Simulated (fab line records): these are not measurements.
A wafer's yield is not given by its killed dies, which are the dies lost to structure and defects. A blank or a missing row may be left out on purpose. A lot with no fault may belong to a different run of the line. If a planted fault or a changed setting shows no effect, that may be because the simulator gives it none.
Struck lot and sound lot, side by side + flow n5-finfet + 35 out of 1938 route steps
Sound: wafers L883.1, L883.2, L883.6. Wafers struck: L868.1, L868.2, L868.4. The cause is given at the end.
Per side, at each step with rows, come the tool, then ch with its chambers, and then its first start. Under that, the readings that differ: sound wafers + struck wafers + difference of the means + sigmas: that difference in standard deviations of wafers without a fault.
alike: readings with means less than 2 such deviations apart, plus words and numbers identical on both sides. not compared: withheld readings, readings lacking a value on some wafer, bounds such as >300 that could conceal the same value, and numbers that have no deviation in the record and whose values overlap.
A row with sigmas, a row that says differs or no value, or rows on one side alone: a step with any of these is where the two part. Numbers that don't overlap but have no deviation are shown without sigmas and don't part them. A reading that every wafer of one side lacks parts them only if that side has two wafers or more.

first, 11 steps without rows for these wafers: N5_BEOL_M10_HM_STRIP_39 (strips TiN in peroxide tin strip, target depth 25 nm, time 158 s); N5_BEOL_M10_SRD_40 (time 30 s); N5_BEOL_M10_PRECLEAN_42 (cleans in residue remover, time 60 s); N5_BEOL_M10_SRD_43 (time 30 s); N5_BEOL_M10_CURE_72 (cures SiCOH lowk, time 120 s); N5_BEOL_M10_DEGAS_44 (time 60 s); N5_BEOL_M10_PRE_CLEAN_45 (time 30 s); N5_BEOL_M10_ALD_74 (deposits TaN, target thk 2 nm, pulse time 2 s, purge time 3 s); N5_BEOL_M10_SURFACE_TREAT_76; N5_BEOL_M10_CVD_75 (deposits Co from CCTBA/H2, target thk 2 nm, time 138.9 s); N5_BEOL_M10_SPUTTER_48 (material Cu, target thk 12 nm, time 2 s).
N5_BEOL_M10_ECD_50: material Cu, target thk 318 nm.
  sound on ecd-cu-01 ch 0,1, day 17 10:55; struck on ecd-cu-01 ch 0,1, day 13 13:11
then, 22 steps without rows for these wafers: N5_BEOL_M10_ANNEAL_51 (time 90 s); N5_BEOL_M10_CMP_52 (polishes, stops on SiCOH lowk, t overpolish 7 s, target thk 140 nm); N5_BEOL_M10_PRE_CLEAN_55 (time 15 s); N5_BEOL_M10_DEP_56 (deposits SiCN from 3MS/NH3, target thk 15 nm, time 26.5 s); N5_BEOL_M11_ILD_DEP_00 (deposits SiCOH lowk from DEMS/porogen, target thk 308.51 nm, time 58 s); N5_BEOL_M11_CURE_71 (cures SiCOH lowk, time 240 s); N5_BEOL_M11_PECVD_70 (deposits SiO2 from TEOS/O2, target thk 20 nm, time 22.7 s); N5_BEOL_M11_HM_DEP_02 (deposits TiN, target thk 20 nm); N5_BEOL_M11_COAT_59 (time 60 s, resist thk 100 nm); N5_BEOL_M11_COAT_60 (time 60 s, resist thk 30 nm); N5_BEOL_M11_COAT_05 (resist thk 90 nm); N5_BEOL_M11_EBR_07; N5_BEOL_M11_SOFTBAKE_06 (time 60 s); N5_BEOL_M11_EXPOSE_08 (exposes mask M11); N5_BEOL_M11_PEB_09 (peb time 60 s); N5_BEOL_M11_DEVELOP_10 (develop time 30 s); N5_BEOL_M11_DESCUM_16 (chemistry O2, time 7.9 s); N5_BEOL_M11_ETCH_61 (etches SiARC in CF4, target depth 39 nm, time 65 s); N5_BEOL_M11_ETCH_62 (etches SOC in N2/H2, target depth 110 nm, overetch 22 nm, time 165 s); N5_BEOL_M11_STRIP_68 (strips in N2/H2); N5_BEOL_M11_STRIP_67 (strips in CF4); N5_BEOL_M11_HM_OPEN_17 (chemistry Cl2/BCl3, target TiN, target depth 20 nm, overetch 6 nm).
-- record jumps: 3 days separate the struck wafers' starts on either side; left off in module BEOL_M11, taken up again in module PASSIVATION, whose first shown step is the route's number 1936 --
N5_PASSIVATION_PROBE_49:
  rows exist in the record for the struck wafers here (prober-02, day 16 11:22), but not for the sound ones

## WHERE THEY PART
Within this record, at N5_PASSIVATION_PROBE_49 only.

WHY: the cause the simulator had injected
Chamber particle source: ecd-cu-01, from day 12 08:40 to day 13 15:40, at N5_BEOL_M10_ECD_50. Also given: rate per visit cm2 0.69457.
